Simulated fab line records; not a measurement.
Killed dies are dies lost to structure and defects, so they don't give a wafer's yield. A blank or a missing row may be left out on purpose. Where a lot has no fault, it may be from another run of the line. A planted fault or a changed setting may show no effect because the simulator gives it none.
Check of tool commonality	flow nand harc	Sample size 12 lots and 36 wafers

== REASON IT WAS OPENED ==
At NHARC_A_SOURCE_PLATE_THK_MEAS_06 the reading thk nm is flagged on 2 of 12 lots. Fault-free wafers read 200.4 nm, with a standard deviation of 2.
Rule: a lot is flagged when every wafer of it that has a number lies more than 4 standard deviations from that mean, or none has a number. The rest of the lots are taken to be sound.

lot	measured	on	thk nm (nm), wafer by wafer	flag
L189	day 7 15:10	film metro-02	199.1 201.9 199.1	
L190	day 7 15:10	film metro-01	198.4 199.0 198.4	
L191	day 8 05:38	film metro-02	200.5 199.1 202.9	
L192	day 9 01:18	film metro-02	198.7 200.3 200.0	
L193	day 9 06:10	film metro-02	198.3 197.0 201.0	
L195	day 10 00:29	film metro-02	201.8 200.3 203.4	
L196	day 10 15:07	film metro-01	200.1 197.8 199.6	
L205	day 14 11:20	film metro-02	151.7 150.0 150.5	FLAGGED
L206	day 14 11:20	film metro-01	153.4 149.9 150.2	FLAGGED
L207	day 15 03:43	film metro-02	201.2 202.3 200.9	
L208	day 15 09:15	film metro-01	199.0 197.9 201.5	
L209	day 15 21:19	film metro-01	201.4 203.1 201.5	
On average the flagged lots' numbers are 150.9 nm, which is -49.5 nm against the usual, or -25 standard deviations.

== TOOL THAT RAN EACH LOT ==
2 process steps preceding the reading are held in the record, out of 1302 steps in the route. Each cell gives the tool, then ch followed by the chambers the sampled wafers passed through, then the start.
lot	flag	NHARC_P_BONDPAD_DEGAS_25	NHARC_A_SOURCE_PLATE_CVD_03
L189		pvd sputter-03, day 6 14:02	lpcvd poly-02 ch 0, day 7 04:15
L190		pvd sputter-02, day 6 15:23	lpcvd poly-02 ch 0, day 7 04:15
L191		pvd sputter-01, day 7 05:09	lpcvd poly-01 ch 0, day 7 19:12
L192		pvd sputter-02, day 8 00:18	lpcvd poly-01 ch 0, day 8 14:32
L193		pvd sputter-01, day 8 03:26	lpcvd poly-01 ch 0, day 8 19:50
L195		pvd sputter-01, day 8 20:07	lpcvd poly-01 ch 0, day 9 09:59
L196		pvd sputter-03, day 9 15:44	lpcvd poly-02 ch 0, day 10 04:41
L205	FLAGGED	pvd sputter-02, day 13 06:28	lpcvd poly-01 ch 0, day 13 23:32
L206	FLAGGED	pvd sputter-01, day 13 12:02	lpcvd poly-01 ch 0, day 13 23:32
L207		pvd sputter-01, day 14 02:41	lpcvd poly-04 ch 0, day 14 17:11
L208		pvd sputter-02, day 14 06:55	lpcvd poly-04 ch 0, day 14 21:16
L209		pvd sputter-02, day 14 19:40	lpcvd poly-04 ch 0, day 15 10:01
What these steps do:
- NHARC_P_BONDPAD_DEGAS_25: time 60 s.
- NHARC_A_SOURCE_PLATE_CVD_03: deposits poly-Si, target thk 200 nm, time 4000 s.
- NHARC_A_SOURCE_PLATE_THK_MEAS_06: measures by ellipsometry.

== FLAGGED AGAINST TOTAL, ONE TOOL AT A TIME (gauges that did the reading follow at the end) ==
step	tool	lots run	flagged	share of the flagged lots	sound lots run after its first flagged lot
NHARC_P_BONDPAD_DEGAS_25	pvd sputter-01	5	1	some	1 (L207)
NHARC_P_BONDPAD_DEGAS_25	pvd sputter-02	5	1	some	2 (L208,L209)
NHARC_P_BONDPAD_DEGAS_25	pvd sputter-03	2	0	none	-
NHARC_A_SOURCE_PLATE_CVD_03	lpcvd poly-01	6	2	all	0
NHARC_A_SOURCE_PLATE_CVD_03	lpcvd poly-02	3	0	none	-
NHARC_A_SOURCE_PLATE_CVD_03	lpcvd poly-04	3	0	none	-
NHARC_A_SOURCE_PLATE_THK_MEAS_06	film metro-01	5	1	some	2 (L208,L209)
NHARC_A_SOURCE_PLATE_THK_MEAS_06	film metro-02	7	1	some	1 (L207)

== WHAT THE TABLE PERMITS ==
1 row of the table ran every flagged lot: lpcvd poly-01 at NHARC_A_SOURCE_PLATE_CVD_03.
- lpcvd poly-01 at NHARC_A_SOURCE_PLATE_CVD_03 ran 6 lots, 2 of them flagged. Last sound lot L195 at day 9 09:59, first flagged lot L205 at day 13 23:32; a fault beginning in between fits. Its own readings (spike tc centre C, spike tc lower C, spike tc upper C, tube center temp C) fall more than 4 standard deviations out on all wafers of the flagged lots.
Just one tool remains: lpcvd poly-01 at NHARC_A_SOURCE_PLATE_CVD_03.

== WHAT WAS PUT IN BY THE SIMULATOR ==
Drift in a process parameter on lpcvd poly-01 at NHARC_A_SOURCE_PLATE_CVD_03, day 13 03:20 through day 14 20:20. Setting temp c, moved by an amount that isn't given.
Lots struck among those shown: L205, L206. The rule given above showed the same thing.
